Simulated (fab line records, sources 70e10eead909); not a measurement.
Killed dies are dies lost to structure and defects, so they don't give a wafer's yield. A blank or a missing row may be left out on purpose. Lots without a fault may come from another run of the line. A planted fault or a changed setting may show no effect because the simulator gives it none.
Tool commonality check | flow nand_harc | 1 lot, 3 wafers sampled

WHY IT WAS OPENED
At NHARC_END_SORT_01 the reading killed_at_periphery is flagged on 1 of 1 lot. Wafers without a fault read 3.6, standard deviation 2.9.
Rule: a lot is flagged when every wafer of it that has a number lies more than 4 standard deviations from that mean, or none has a number. The other lots count as sound.

lot  | measured     | on        | killed_at_periphery, wafer by wafer | flag
L135 | day 22 03:14 | prober-02 | 646 648 649                         | FLAGGED
The numbers of the flagged lots are 647.7 on average: +644.1 against the usual, or +99 or more standard deviations.

WHICH TOOL RAN EACH LOT
The record holds 2 process steps before the reading, out of a route of 1159 steps. In each cell: the tool, then ch and the chambers that the sampled wafers went through, then the start.
lot  | flag    | NHARC_P_GATE_DEP_103         | NHARC_P_GATE_EXPOSE_88
L135 | FLAGGED | pecvd-04 ch 0,2, day 7 23:19 | krf_scanner-03 ch 0, day 8 16:11
What these steps do:
- NHARC_P_GATE_DEP_103: deposits SiON, target thk 30 nm.
- NHARC_P_GATE_EXPOSE_88: exposes mask P HVN, target cd 2000 nm.
- NHARC_END_SORT_01

FLAGGED OVER TOTAL, TOOL BY TOOL (the gauges that took the reading come last)
step                   | tool           | lots run | flagged | share of the flagged lots | sound lots run after its first flagged lot
NHARC_P_GATE_DEP_103   | pecvd-04       | 1        | 1       | all                       | 0
NHARC_P_GATE_EXPOSE_88 | krf_scanner-03 | 1        | 1       | all                       | 0
NHARC_END_SORT_01      | prober-02      | 1        | 1       | all                       | 0

WHAT THE TABLE ALLOWS
3 rows of the table ran every flagged lot: pecvd-04 at NHARC_P_GATE_DEP_103, krf_scanner-03 at NHARC_P_GATE_EXPOSE_88, prober-02 at NHARC_END_SORT_01.
- pecvd-04 at NHARC_P_GATE_DEP_103: 1 of its 1 lot flagged. It ran no sound lot before its first flagged lot in this sample, so the start can't be narrowed down.
- krf_scanner-03 at NHARC_P_GATE_EXPOSE_88: 1 of its 1 lot flagged. It ran no sound lot before its first flagged lot in this sample, so the start can't be narrowed down.
- prober-02 at NHARC_END_SORT_01: 1 of its 1 lot flagged. It ran no sound lot before its first flagged lot in this sample, so the start can't be narrowed down.
Counting lots can't tell these 3 tools apart, because each fits a fault that began at some hour. More lots, or a look at what each step does to the wafer, might.

WHAT THE SIMULATOR HAD PUT IN
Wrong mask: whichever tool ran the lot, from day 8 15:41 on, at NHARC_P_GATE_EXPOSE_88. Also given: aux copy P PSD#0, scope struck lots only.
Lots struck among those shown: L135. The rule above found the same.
